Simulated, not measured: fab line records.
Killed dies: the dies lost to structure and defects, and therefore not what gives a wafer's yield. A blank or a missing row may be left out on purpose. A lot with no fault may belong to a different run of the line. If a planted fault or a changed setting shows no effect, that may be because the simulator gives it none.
What tool caused it? | flow n5_finfet | Sampling: 24 lots, 72 wafers, 5 of 1938 route steps

WHAT THE GAUGES SHOWED, per wafer
N5_MOL_CONTACT_COAG_CD_MEAS_137 targets a cd of 16 nm.
lot  | measured     | on        | cd_nm (nm)
L074 | day 5 05:09  | cd_sem-01 | 16.4 15.5 16.0
L075 | day 5 05:44  | cd_sem-02 | 15.7 16.1 15.9
L076 | day 5 21:44  | cd_sem-03 | 16.1 15.7 16.0
L077 | day 6 02:40  | cd_sem-03 | 15.8 16.0 15.5
L078 | day 6 13:18  | cd_sem-02 | 15.9 16.2 15.8
L079 | day 6 17:25  | cd_sem-02 | 16.0 16.4 15.6
L080 | day 6 17:46  | cd_sem-01 | 15.8 16.0 15.5
L081 | day 6 23:20  | cd_sem-01 | 15.5 15.4 16.1
L082 | day 7 03:01  | cd_sem-02 | 15.9 15.6 16.1
L083 | day 7 11:37  | cd_sem-03 | 15.9 15.7 15.5
L084 | day 7 18:09  | cd_sem-03 | 16.2 16.1 16.1
L085 | day 8 05:26  | cd_sem-03 | 15.7 16.2 15.7
L086 | day 8 08:12  | cd_sem-01 | 15.7 16.2 16.0
L087 | day 8 12:41  | cd_sem-03 | 16.3 15.8 15.8
L088 | day 8 22:13  | cd_sem-03 | 15.5 15.1 16.2
L089 | day 9 01:04  | cd_sem-02 | 16.1 15.6 15.7
L090 | day 9 08:30  | cd_sem-03 | 15.5 15.1 15.8
L091 | day 9 14:41  | cd_sem-02 | 16.1 15.8 16.0
L092 | day 9 21:14  | cd_sem-01 | 15.5 15.5 15.5
L093 | day 10 01:43 | cd_sem-03 | 15.7 16.6 15.5
L094 | day 10 08:11 | cd_sem-03 | 15.9 16.2 15.7
L095 | day 10 11:04 | cd_sem-03 | 15.7 16.2 16.3
L096 | day 10 14:50 | cd_sem-02 | 15.6 16.1 15.5
L097 | day 10 18:34 | cd_sem-02 | 16.3 15.9 15.5

N5_MOL_CONTACT_COAG_CD_MEAS_101 targets a cd of 16 nm.
lot  | measured     | on        | cd_nm (nm)
L074 | day 5 06:43  | cd_sem-02 | 16.0 16.1 16.4
L075 | day 5 07:20  | cd_sem-02 | 15.9 15.8 15.8
L076 | day 5 23:07  | cd_sem-02 | 16.1 16.6 16.5
L077 | day 6 03:56  | cd_sem-03 | 16.5 16.7 16.2
L078 | day 6 15:17  | cd_sem-02 | 17.0 16.3 16.4
L079 | day 6 18:55  | cd_sem-02 | 15.8 16.1 16.2
L080 | day 6 19:14  | cd_sem-03 | 16.3 16.0 16.1
L081 | day 7 00:58  | cd_sem-03 | 15.9 16.5 16.2
L082 | day 7 04:52  | cd_sem-01 | 16.1 16.0 16.3
L083 | day 7 13:32  | cd_sem-03 | 16.2 16.4 16.3
L084 | day 7 20:17  | cd_sem-02 | 15.8 16.2 16.1
L085 | day 8 07:06  | cd_sem-03 | 15.7 15.9 15.6
L086 | day 8 09:59  | cd_sem-01 | 15.3 15.9 16.1
L087 | day 8 14:18  | cd_sem-01 | 16.1 16.4 15.8
L088 | day 8 23:35  | cd_sem-02 | 15.6 16.4 15.5
L089 | day 9 02:28  | cd_sem-02 | 16.0 16.8 15.9
L090 | day 9 10:03  | cd_sem-01 | 16.1 16.3 16.2
L091 | day 9 15:57  | cd_sem-03 | 15.4 16.1 16.2
L092 | day 9 22:32  | cd_sem-03 | 15.7 16.2 16.2
L093 | day 10 02:59 | cd_sem-03 | 16.1 16.4 15.6
L094 | day 10 09:54 | cd_sem-01 | 15.9 16.3 16.4
L095 | day 10 12:31 | cd_sem-03 | 16.8 15.9 16.8
L096 | day 10 16:14 | cd_sem-01 | 16.1 15.8 16.3
L097 | day 10 20:08 | cd_sem-01 | 16.0 16.2 16.3

N5_BEOL_M0_SAQP_CD_MEAS_14 targets a cd of 42.5 nm.
lot  | measured     | on        | cd_nm (nm)
L074 | day 5 11:47  | cd_sem-01 | 42.4 42.4 42.7
L075 | day 5 14:45  | cd_sem-03 | 42.1 41.9 41.4
L076 | day 6 06:58  | cd_sem-01 | 42.4 42.0 41.6
L077 | day 6 08:58  | cd_sem-03 | 41.9 42.0 42.3
L078 | day 6 20:28  | cd_sem-01 | 42.6 42.1 42.2
L079 | day 7 01:22  | cd_sem-02 | 42.7 42.4 42.1
L080 | day 7 03:55  | cd_sem-02 | 42.5 42.5 42.9
L081 | day 7 06:53  | cd_sem-02 | 41.9 42.4 42.2
L082 | day 7 10:55  | cd_sem-03 | 42.5 42.6 42.9
L083 | day 7 19:06  | cd_sem-01 | 42.3 42.8 42.1
L084 | day 8 01:40  | cd_sem-03 | 42.6 42.5 42.2
L085 | day 8 12:10  | cd_sem-01 | 42.1 42.4 42.7
L086 | day 8 15:49  | cd_sem-01 | 42.0 42.1 41.4
L087 | day 8 20:38  | cd_sem-03 | 42.6 42.5 42.5
L088 | day 9 05:08  | cd_sem-03 | 42.0 41.8 42.0
L089 | day 9 09:51  | cd_sem-01 | 42.3 42.3 42.4
L090 | day 9 16:50  | cd_sem-02 | 42.9 42.4 42.0
L091 | day 9 21:56  | cd_sem-03 | 42.3 42.1 41.8
L092 | day 10 04:07 | cd_sem-01 | 42.5 42.5 42.1
L093 | day 10 08:36 | cd_sem-02 | 42.4 42.1 42.2
L094 | day 10 15:10 | cd_sem-03 | 43.1 42.6 43.0
L095 | day 10 18:16 | cd_sem-03 | 42.7 42.5 42.2
L096 | day 10 21:39 | cd_sem-01 | 42.0 42.1 42.0
L097 | day 11 03:04 | cd_sem-02 | 42.1 42.3 42.0

EACH LOT AND THE TOOL THAT RAN IT (in order: tool; ch and the chambers of the sampled wafers; start)
lot  | N5_MOL_CONTACT_COAG_ALD_27        | N5_MOL_CONTACT_COAG_DESCUM_45
L074 | ald_sin-02 ch 0,3, day 4 23:16    | rie_diel-02 ch 1,2, day 5 05:43
L075 | ald_sin-02 ch 1,3, day 5 01:17    | rie_diel-06 ch 0,1, day 5 06:18
L076 | ald_sin-04 ch 0,3, day 5 18:04    | rie_diel-02 ch 1,3, day 5 22:18
L077 | ald_sin-02 ch 0,2,3, day 5 22:38  | rie_diel-06 ch 0,3, day 6 03:07
L078 | ald_sin-02 ch 2,3, day 6 09:30    | rie_diel-05 ch 0,1,2, day 6 13:44
L079 | ald_sin-03 ch 1,2, day 6 13:04    | rie_diel-02 ch 0,1,3, day 6 18:06
L080 | ald_sin-02 ch 0,2,3, day 6 13:13  | rie_diel-02 ch 0,1,3, day 6 18:13
L081 | ald_sin-02 ch 0,1, day 6 19:32    | rie_diel-06 ch 1,2,3, day 6 23:50
L082 | ald_sin-04 ch 0,1,3, day 6 22:11  | rie_diel-06 ch 0,1,3, day 7 04:03
L083 | ald_sin-02 ch 0,2,3, day 7 06:53  | rie_diel-02 ch 1,3, day 7 12:03
L084 | ald_sin-02 ch 1,3, day 7 13:20    | rie_diel-06 ch 0,2,3, day 7 19:20
L085 | ald_sin-02 ch 0,1,3, day 8 00:43  | rie_diel-06 ch 0,2, day 8 05:52
L086 | ald_sin-03 ch 0,1,2, day 8 03:43  | rie_diel-06 ch 1,3, day 8 08:46
L087 | ald_sin-03 ch 1,2,3, day 8 08:50  | rie_diel-05 ch 0,2, day 8 13:15
L088 | ald_sin-03 ch 0,1,3, day 8 15:15  | rie_diel-02 ch 0,2, day 8 22:39
L089 | ald_sin-04 ch 1,2, day 8 20:00    | rie_diel-02 ch 0,3, day 9 01:30
L090 | ald_sin-02 ch 0,1, day 9 04:24    | rie_diel-05 ch 1,2, day 9 09:13
L091 | ald_sin-04 ch 0,1,2, day 9 10:26  | rie_diel-05 ch 0,1,3, day 9 15:08
L092 | ald_sin-04 ch 0,1,3, day 9 17:23  | rie_diel-02 ch 0,1,2, day 9 21:42
L093 | ald_sin-04 ch 1,2, day 9 21:55    | rie_diel-02 ch 1,2,3, day 10 02:09
L094 | ald_sin-02 ch 0,1,2, day 10 04:05 | rie_diel-06 ch 0,1,2, day 10 08:58
L095 | ald_sin-02 ch 0,1,3, day 10 06:25 | rie_diel-02 ch 1,3, day 10 11:41
L096 | ald_sin-03 ch 0,2,3, day 10 11:00 | rie_diel-05 ch 0,2,3, day 10 15:25
L097 | ald_sin-04 ch 0,1,3, day 10 14:53 | rie_diel-02 ch 0,3, day 10 19:07
- N5_MOL_CONTACT_COAG_ALD_27: deposits SiOC, target thk 17 nm, pulse time 1.5 s, time 2720 s.
- N5_MOL_CONTACT_COAG_DESCUM_45: chemistry O2, time 7 s.

WHAT THE TOOLS THEMSELVES READ (means of the sampled wafers that have a number; where no wafer has one, the mark that the record gives instead)
N5_MOL_CONTACT_COAG_ALD_27.
lot  | tool       | chamber_pressure_Torr (Torr) | heater_power_w (W) | precursor_pulse_height_rel
L074 | ald_sin-02 | 2.001                        | 788                | 0.991
L075 | ald_sin-02 | 1.998                        | 790                | 0.989
L076 | ald_sin-04 | 2.000                        | 773                | 1.017
L077 | ald_sin-02 | 1.998                        | 818                | 1.012
L078 | ald_sin-02 | 2.004                        | 861                | 1.005
L079 | ald_sin-03 | 2.002                        | 711                | 1.015
L080 | ald_sin-02 | 2.001                        | 827                | 1.009
L081 | ald_sin-02 | 2.001                        | 783                | 1.000
L082 | ald_sin-04 | 2.003                        | 797                | 0.982
L083 | ald_sin-02 | 2.001                        | 830                | 0.994
L084 | ald_sin-02 | 2.004                        | 787                | 0.993
L085 | ald_sin-02 | 1.999                        | 791                | 0.973
L086 | ald_sin-03 | 1.999                        | 746                | 0.998
L087 | ald_sin-03 | 2.000                        | 773                | 1.020
L088 | ald_sin-03 | 2.001                        | 815                | 1.001
L089 | ald_sin-04 | 2.007                        | 891                | 1.019
L090 | ald_sin-02 | 1.998                        | 780                | 1.021
L091 | ald_sin-04 | 1.999                        | 872                | 0.994
L092 | ald_sin-04 | 2.003                        | 788                | 1.012
L093 | ald_sin-04 | 1.997                        | 960                | 0.985
L094 | ald_sin-02 | 2.000                        | 811                | 1.006
L095 | ald_sin-02 | 1.999                        | 777                | 1.011
L096 | ald_sin-03 | 2.007                        | 815                | 0.994
L097 | ald_sin-04 | 1.996                        | 812                | 0.992

N5_MOL_CONTACT_COAG_DESCUM_45.
lot  | tool        | drypump_motor_current_A (A) | oes_product_au (a.u.) | rf_vpp_V (V) | showerhead_plenum_p_Torr (Torr) | throttle_valve_pct (%)
L074 | rie_diel-02 | 5.5                         | 0.73                  | 242.4        | 2.09                            | 20.67
L075 | rie_diel-06 | 6.2                         | 0.72                  | 243.6        | 2.12                            | 20.76
L076 | rie_diel-02 | 6.0                         | 0.75                  | 243.6        | 2.09                            | 20.54
L077 | rie_diel-06 | 5.9                         | 0.81                  | 243.1        | 2.12                            | 20.67
L078 | rie_diel-05 | 5.5                         | 0.80                  | 243.0        | 2.14                            | 20.47
L079 | rie_diel-02 | 6.2                         | 0.79                  | 243.9        | 2.12                            | 20.40
L080 | rie_diel-02 | 6.2                         | 0.78                  | 244.7        | 2.12                            | 20.41
L081 | rie_diel-06 | 5.6                         | 0.77                  | 244.8        | 2.14                            | 20.48
L082 | rie_diel-06 | 5.9                         | 0.75                  | 243.0        | 2.13                            | 20.70
L083 | rie_diel-02 | 6.1                         | 0.72                  | 243.0        | 2.08                            | 20.36
L084 | rie_diel-06 | 5.9                         | 0.77                  | 243.3        | 2.10                            | 20.58
L085 | rie_diel-06 | 6.1                         | 0.73                  | 242.9        | 2.08                            | 20.67
L086 | rie_diel-06 | 5.7                         | 0.78                  | 243.5        | 2.14                            | 20.62
L087 | rie_diel-05 | 5.3                         | 0.78                  | 244.6        | 2.13                            | 20.52
L088 | rie_diel-02 | 5.6                         | 0.76                  | 243.6        | 2.13                            | 20.76
L089 | rie_diel-02 | 6.1                         | 0.79                  | 243.7        | 2.13                            | 20.61
L090 | rie_diel-05 | 5.3                         | 0.75                  | 243.9        | 2.15                            | 20.33
L091 | rie_diel-05 | 5.7                         | 0.80                  | 243.8        | 2.15                            | 20.59
L092 | rie_diel-02 | 5.9                         | 0.75                  | 243.8        | 2.11                            | 20.52
L093 | rie_diel-02 | 5.8                         | 0.72                  | 242.9        | 2.08                            | 20.66
L094 | rie_diel-06 | 5.9                         | 0.71                  | 244.6        | 2.11                            | 20.61
L095 | rie_diel-02 | 6.1                         | 0.71                  | 243.3        | 2.07                            | 20.41
L096 | rie_diel-05 | 5.3                         | 0.76                  | 243.9        | 2.16                            | 20.44
L097 | rie_diel-02 | 6.3                         | 0.81                  | 244.5        | 2.16                            | 20.50

THE ANSWER, worked out from the rows above alone
Rule: the lots themselves supply what counts as usual. The widest of any qualifying gaps counts: lots, ordered by their means at a reading, are off when they make up no more than a third of the lots, leave a main group of 4 or more, and stand apart from it by 3 or more times the standard deviation of that group's means. A main group whose means are all the same, to the digits that the tables above print for the reading, isn't used. Also off: a lot with no number at a reading for which 4 or more lots have one. Any other lot the step has rows for is counted as sound. Order of review: gauges by route order, followed by the tools' own readings, for which a lot's mean as printed above is used. At the first step where some lot is off, the reading lying furthest off is the one used; lots without a number count as furthest.
No lot is off on any of the readings shown, so nothing can be concluded from this.

WHAT THE SIMULATOR PUT IN
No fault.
